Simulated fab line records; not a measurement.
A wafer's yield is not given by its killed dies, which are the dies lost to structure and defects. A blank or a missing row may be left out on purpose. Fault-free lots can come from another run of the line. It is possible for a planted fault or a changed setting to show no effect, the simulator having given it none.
Split-lot trial / flow n5_finfet / on a route of 1938 steps: 7 lots, 39 wafers read

## THE SPLIT ITSELF
At N5_SPACER0_ALD_07 (deposits SiNx, target thk 2 nm), the setting target_thk_a was moved away from the recipe's 20 angstrom on 12 of the 39 wafers read, by -58.1% to +53.6%. All remaining wafers had this setting at the recipe value.

The reading is taken at the split's own step.

## THE READING
SiNx_of_SPACER0_ALD_07.thk_nm (the simulator's own value, which no gauge read), in nm, at N5_SPACER0_ALD_07 (deposits SiNx, target thk 2 nm). There is no usual value for it anywhere in the file.

wafer=L081.1; tool, chamber at the split=ald_sin-01, 3,0,1; target_thk_a as run, angstrom=20; against the recipe=recipe; SiNx_of_SPACER0_ALD_07.thk_nm, nm=2; against lot-mates on the recipe=-
wafer=L081.2; tool, chamber at the split=ald_sin-01, 3,0,1; target_thk_a as run, angstrom=20; against the recipe=recipe; SiNx_of_SPACER0_ALD_07.thk_nm, nm=2; against lot-mates on the recipe=-
wafer=L081.3; tool, chamber at the split=ald_sin-01, 3,0,1; target_thk_a as run, angstrom=20; against the recipe=recipe; SiNx_of_SPACER0_ALD_07.thk_nm, nm=2; against lot-mates on the recipe=-
wafer=L081.4; tool, chamber at the split=ald_sin-01, 0,3,1; target_thk_a as run, angstrom=16.39; against the recipe=-18.1%; SiNx_of_SPACER0_ALD_07.thk_nm, nm=1.6; against lot-mates on the recipe=-0.4
wafer=L081.5; tool, chamber at the split=ald_sin-01, 0,3,1; target_thk_a as run, angstrom=16.39; against the recipe=-18.1%; SiNx_of_SPACER0_ALD_07.thk_nm, nm=1.6; against lot-mates on the recipe=-0.4
wafer=L081.6; tool, chamber at the split=ald_sin-01, 0,3,1; target_thk_a as run, angstrom=16.39; against the recipe=-18.1%; SiNx_of_SPACER0_ALD_07.thk_nm, nm=1.6; against lot-mates on the recipe=-0.4
wafer=L085.1; tool, chamber at the split=ald_sin-03, 1,3,2,0,1,0; target_thk_a as run, angstrom=20; against the recipe=recipe; SiNx_of_SPACER0_ALD_07.thk_nm, nm=2; against lot-mates on the recipe=-
wafer=L085.2; tool, chamber at the split=ald_sin-03, 1,3,2,0,1,0; target_thk_a as run, angstrom=20; against the recipe=recipe; SiNx_of_SPACER0_ALD_07.thk_nm, nm=2; against lot-mates on the recipe=-
wafer=L085.3; tool, chamber at the split=ald_sin-03, 1,3,2,0,1,0; target_thk_a as run, angstrom=20; against the recipe=recipe; SiNx_of_SPACER0_ALD_07.thk_nm, nm=2; against lot-mates on the recipe=-
wafer=L085.4; tool, chamber at the split=ald_sin-03, 1,3,2,0,1,0; target_thk_a as run, angstrom=20; against the recipe=recipe; SiNx_of_SPACER0_ALD_07.thk_nm, nm=2; against lot-mates on the recipe=-
wafer=L085.5; tool, chamber at the split=ald_sin-03, 1,3,2,0,1,0; target_thk_a as run, angstrom=20; against the recipe=recipe; SiNx_of_SPACER0_ALD_07.thk_nm, nm=2; against lot-mates on the recipe=-
wafer=L085.6; tool, chamber at the split=ald_sin-03, 1,3,2,0,1,0; target_thk_a as run, angstrom=20; against the recipe=recipe; SiNx_of_SPACER0_ALD_07.thk_nm, nm=2; against lot-mates on the recipe=-
wafer=L086.1; tool, chamber at the split=ald_sin-03, 1,0,2,3,1,2; target_thk_a as run, angstrom=20; against the recipe=recipe; SiNx_of_SPACER0_ALD_07.thk_nm, nm=2; against lot-mates on the recipe=-
wafer=L086.2; tool, chamber at the split=ald_sin-03, 1,0,2,3,1,2; target_thk_a as run, angstrom=20; against the recipe=recipe; SiNx_of_SPACER0_ALD_07.thk_nm, nm=2; against lot-mates on the recipe=-
wafer=L086.3; tool, chamber at the split=ald_sin-03, 1,0,2,3,1,2; target_thk_a as run, angstrom=20; against the recipe=recipe; SiNx_of_SPACER0_ALD_07.thk_nm, nm=2; against lot-mates on the recipe=-
wafer=L086.4; tool, chamber at the split=ald_sin-03, 1,0,2,3,1,2; target_thk_a as run, angstrom=20; against the recipe=recipe; SiNx_of_SPACER0_ALD_07.thk_nm, nm=2; against lot-mates on the recipe=-
wafer=L086.5; tool, chamber at the split=ald_sin-03, 1,0,2,3,1,2; target_thk_a as run, angstrom=20; against the recipe=recipe; SiNx_of_SPACER0_ALD_07.thk_nm, nm=2; against lot-mates on the recipe=-
wafer=L086.6; tool, chamber at the split=ald_sin-03, 1,0,2,3,1,2; target_thk_a as run, angstrom=20; against the recipe=recipe; SiNx_of_SPACER0_ALD_07.thk_nm, nm=2; against lot-mates on the recipe=-
wafer=L089.1; tool, chamber at the split=ald_sin-03, 3,1,1; target_thk_a as run, angstrom=30.71; against the recipe=+53.6%; SiNx_of_SPACER0_ALD_07.thk_nm, nm=3; against lot-mates on the recipe=+1.0
wafer=L089.4; tool, chamber at the split=ald_sin-03, 3,1,1; target_thk_a as run, angstrom=30.71; against the recipe=+53.6%; SiNx_of_SPACER0_ALD_07.thk_nm, nm=3; against lot-mates on the recipe=+1.0
wafer=L089.5; tool, chamber at the split=ald_sin-03, 3,1,1; target_thk_a as run, angstrom=30.71; against the recipe=+53.6%; SiNx_of_SPACER0_ALD_07.thk_nm, nm=3; against lot-mates on the recipe=+1.0
wafer=L089.2; tool, chamber at the split=ald_sin-03, 2,0,2; target_thk_a as run, angstrom=20; against the recipe=recipe; SiNx_of_SPACER0_ALD_07.thk_nm, nm=2; against lot-mates on the recipe=-
wafer=L089.3; tool, chamber at the split=ald_sin-03, 2,0,2; target_thk_a as run, angstrom=20; against the recipe=recipe; SiNx_of_SPACER0_ALD_07.thk_nm, nm=2; against lot-mates on the recipe=-
wafer=L089.6; tool, chamber at the split=ald_sin-03, 2,0,2; target_thk_a as run, angstrom=20; against the recipe=recipe; SiNx_of_SPACER0_ALD_07.thk_nm, nm=2; against lot-mates on the recipe=-
wafer=L090.1; tool, chamber at the split=ald_sin-04, 1,0,2; target_thk_a as run, angstrom=20; against the recipe=recipe; SiNx_of_SPACER0_ALD_07.thk_nm, nm=2; against lot-mates on the recipe=-
wafer=L090.3; tool, chamber at the split=ald_sin-04, 1,0,2; target_thk_a as run, angstrom=20; against the recipe=recipe; SiNx_of_SPACER0_ALD_07.thk_nm, nm=2; against lot-mates on the recipe=-
wafer=L090.4; tool, chamber at the split=ald_sin-04, 1,0,2; target_thk_a as run, angstrom=20; against the recipe=recipe; SiNx_of_SPACER0_ALD_07.thk_nm, nm=2; against lot-mates on the recipe=-
wafer=L090.2; tool, chamber at the split=ald_sin-04, 3,2,3; target_thk_a as run, angstrom=28; against the recipe=+40.0%; SiNx_of_SPACER0_ALD_07.thk_nm, nm=2.8; against lot-mates on the recipe=+0.8
wafer=L090.5; tool, chamber at the split=ald_sin-04, 3,2,3; target_thk_a as run, angstrom=28; against the recipe=+40.0%; SiNx_of_SPACER0_ALD_07.thk_nm, nm=2.8; against lot-mates on the recipe=+0.8
wafer=L090.6; tool, chamber at the split=ald_sin-04, 3,2,3; target_thk_a as run, angstrom=28; against the recipe=+40.0%; SiNx_of_SPACER0_ALD_07.thk_nm, nm=2.8; against lot-mates on the recipe=+0.8
wafer=L091.1; tool, chamber at the split=ald_sin-03, 2,0,1; target_thk_a as run, angstrom=20; against the recipe=recipe; SiNx_of_SPACER0_ALD_07.thk_nm, nm=2; against lot-mates on the recipe=-
wafer=L091.2; tool, chamber at the split=ald_sin-03, 2,0,1; target_thk_a as run, angstrom=20; against the recipe=recipe; SiNx_of_SPACER0_ALD_07.thk_nm, nm=2; against lot-mates on the recipe=-
wafer=L091.5; tool, chamber at the split=ald_sin-03, 2,0,1; target_thk_a as run, angstrom=20; against the recipe=recipe; SiNx_of_SPACER0_ALD_07.thk_nm, nm=2; against lot-mates on the recipe=-
wafer=L092.1; tool, chamber at the split=ald_sin-03, 1,2,3; target_thk_a as run, angstrom=20; against the recipe=recipe; SiNx_of_SPACER0_ALD_07.thk_nm, nm=2; against lot-mates on the recipe=-
wafer=L092.2; tool, chamber at the split=ald_sin-03, 1,2,3; target_thk_a as run, angstrom=20; against the recipe=recipe; SiNx_of_SPACER0_ALD_07.thk_nm, nm=2; against lot-mates on the recipe=-
wafer=L092.4; tool, chamber at the split=ald_sin-03, 1,2,3; target_thk_a as run, angstrom=20; against the recipe=recipe; SiNx_of_SPACER0_ALD_07.thk_nm, nm=2; against lot-mates on the recipe=-
wafer=L092.3; tool, chamber at the split=ald_sin-03, 0,1,0; target_thk_a as run, angstrom=8.372; against the recipe=-58.1%; SiNx_of_SPACER0_ALD_07.thk_nm, nm=0.8; against lot-mates on the recipe=-1.2
wafer=L092.5; tool, chamber at the split=ald_sin-03, 0,1,0; target_thk_a as run, angstrom=8.372; against the recipe=-58.1%; SiNx_of_SPACER0_ALD_07.thk_nm, nm=0.8; against lot-mates on the recipe=-1.2
wafer=L092.6; tool, chamber at the split=ald_sin-03, 0,1,0; target_thk_a as run, angstrom=8.372; against the recipe=-58.1%; SiNx_of_SPACER0_ALD_07.thk_nm, nm=0.8; against lot-mates on the recipe=-1.2
If several chambers appear in one row, that row covers several wafers at once and the file leaves open which wafer was in which chamber.

THE FIT
A straight line over all 39 wafers: SiNx_of_SPACER0_ALD_07.thk_nm changes by +0.0199 nm for each +1% of target_thk_a; r = +1.00; the points scatter about the line by 0.022 nm.
The same after taking each lot's own level away (the mean of its wafers on the recipe; 39 wafers): +0.0199 nm for each +1%; r = +1.00; scatter 0.022 nm.
That fit puts the effect of the largest move of target_thk_a on the reading at 1.2 nm.
The lots' own levels span 2.00 to 2.00 nm.
So the lot-to-lot level changes the slope little: the two slopes agree.
Check: for one of the wafers moved furthest among these (-58.1%), held out of the fit, the line's prediction against its lot-mates is -1.16 nm. Against them it came out at -1.2 nm.

## THE OTHER SPLITS THESE WAFERS WENT THROUGH
Other splits were also applied to these wafers ahead of the reading. Each is held against what the fit with the lots' levels taken away leaves over:
other split on the same wafers=N5_FIN_SAQP_ETCH_65 time_s; wafers away from the commonest value=12; r with SiNx_of_SPACER0_ALD_07.thk_nm (lot level and that fit taken away)=-0.13

## THE FILE'S OWN FIT
SiNx_of_SPACER0_ALD_07.thk_nm changes by +0.0199 nm for each +1% of target_thk_a, r = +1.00.
